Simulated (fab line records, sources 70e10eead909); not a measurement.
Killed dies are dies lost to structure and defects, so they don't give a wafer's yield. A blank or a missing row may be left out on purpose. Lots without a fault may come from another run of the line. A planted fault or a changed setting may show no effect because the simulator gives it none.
Chamber matching | flow nand_harc | NHARC_A_CONTACT_ETCH_90 on rie_diel-13: 4 sister chambers
The step etches the open film in CH3F/O2, target depth 40 nm, time 85.7 s. 4 wafers are shown with their chamber, then 8 later ones without.

WAFERS WITH THEIR CHAMBER
wafer  | chamber | showerhead_plenum_p_Torr (Torr)
L617.1 | 2       | 2.36
L618.6 | 1       | 2.35
L619.1 | 3       | 2.51
L619.2 | 0       | 2.33

WAFERS WITHOUT THEIR CHAMBER
wafer  | showerhead_plenum_p_Torr (Torr)
L619.4 | 2.51
L624.1 | 2.36
L624.3 | 2.51
L624.6 | 2.33
L632.1 | 2.51
L632.4 | 2.35
L635.5 | 2.35
L635.6 | 2.34

WHICH CHAMBER EACH WENT THROUGH
wafer  | from the rows above     | in truth
L619.4 | 3                       | 3
L624.1 | 2                       | 2
L624.3 | 3                       | 3
L624.6 | 0                       | 0
L632.1 | 3                       | 3
L632.4 | 1                       | 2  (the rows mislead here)
L635.5 | 1                       | 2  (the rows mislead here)
L635.6 | can't be placed: 0 or 1 | 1
Placed correctly: 5 of 8. Can't be placed from these rows: 1 (the true chamber is among the candidates in 1). Placed wrongly: 2.
How it was worked out, from the rows above alone: a wafer's distance from a chamber is the root of the sum, over the readings, of the square of ((its reading less the chamber's mean) divided by the reading's scatter). The wafer belongs to the nearest chamber; if the next one is less than 2 further off, it can't be placed. A chamber's mean is the mean of its shown wafers. The scatter: with one shown wafer a chamber, the root of the mean of the squares of how far each hidden wafer lies from its nearest shown one.
